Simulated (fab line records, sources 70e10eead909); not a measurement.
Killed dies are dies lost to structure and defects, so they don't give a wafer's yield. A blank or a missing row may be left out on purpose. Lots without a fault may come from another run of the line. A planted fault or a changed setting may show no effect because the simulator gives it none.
Which tool did it? | flow nand_harc | 6 lots, 18 wafers sampled, at 5 steps of a route of 1159

WHAT THE GAUGES READ, wafer by wafer
NHARC_END_SORT_01.
lot  | measured     | on        | killed_at_other
L275 | day 21 09:46 | prober-02 | 4
L279 | day 22 14:14 | prober-02 | 0 1 0
L284 | day 23 10:19 | prober-01 | 2 1 0
L289 | day 24 21:17 | prober-01 | 0 0 0

WHICH TOOL RAN EACH LOT (tool, then ch and the chambers of the sampled wafers, then the start)
lot  | NHARC_A_CONTACT_ETCH_122             | NHARC_THIN_TSV_ETCH_44             | NHARC_THIN_TSV_STRIP_45              | NHARC_THIN_TSV_CMP_21
L268 | har_cap_etch-02 ch 0,1, day 17 00:20 | rie_diel-02 ch 0,1,2, day 19 03:30 | plasma_asher-01 ch 0,1, day 19 04:17 | cmp-04 ch 2,3, day 19 07:35
L273 | har_cap_etch-02 ch 0,1, day 18 07:05 | rie_diel-06 ch 0,1,2, day 20 12:42 | plasma_asher-02 ch 0,1, day 20 13:25 | cmp-03 ch 0,1, day 20 16:43
L275 | har_cap_etch-03 ch 0,1, day 18 20:31 | rie_diel-06 ch 0,1, day 20 19:03   | plasma_asher-02 ch 0, day 20 19:50   | cmp-03 ch 0,1,2, day 20 23:13
L279 | har_cap_etch-03 ch 0,1, day 19 17:14 | rie_diel-12 ch 1,2, day 21 23:59   | plasma_asher-01 ch 0,1, day 22 00:49 | cmp-04 ch 2,3, day 22 04:10
L284 | har_cap_etch-01 ch 0,1, day 20 08:16 | rie_diel-12 ch 0,2, day 22 16:48   | plasma_asher-02 ch 0,1, day 22 17:44 | cmp-04 ch 0,2,3, day 22 21:27
L289 | har_cap_etch-03 ch 0,1, day 22 02:50 | rie_diel-06 ch 0,1,2, day 24 05:56 | plasma_asher-01 ch 0,1, day 24 06:44 | cmp-04 ch 0,3, day 24 10:05
- NHARC_A_CONTACT_ETCH_122: etches the open film in C4F8/O2/Ar, time 95 s, target depth 930 nm.
- NHARC_THIN_TSV_ETCH_44: etches the open film in CF4/O2, target depth 1594.2 nm, time 797.1 s.
- NHARC_THIN_TSV_STRIP_45: strips in O2.
- NHARC_THIN_TSV_CMP_21: polishes, t overpolish 30 s, target thk 2000 nm.

THE ANSWER, worked out from the rows above alone
Rule: what is usual is taken from the lots themselves. Put in order of their means at a reading, lots are off if they are a third of the lots or fewer, leave a main group of 4 or more, and stand apart from it by a gap of 3 or more times the standard deviation of the main group's means; of several such gaps the widest counts. A main group whose means are all the same, to the digits that the tables above print for the reading, isn't used. A lot without any number at a reading at which 4 lots or more have one is off too. The other lots that the step has rows for count as sound.
No lot is off at any reading shown: from this, nothing can be told.

WHAT THE SIMULATOR HAD PUT IN
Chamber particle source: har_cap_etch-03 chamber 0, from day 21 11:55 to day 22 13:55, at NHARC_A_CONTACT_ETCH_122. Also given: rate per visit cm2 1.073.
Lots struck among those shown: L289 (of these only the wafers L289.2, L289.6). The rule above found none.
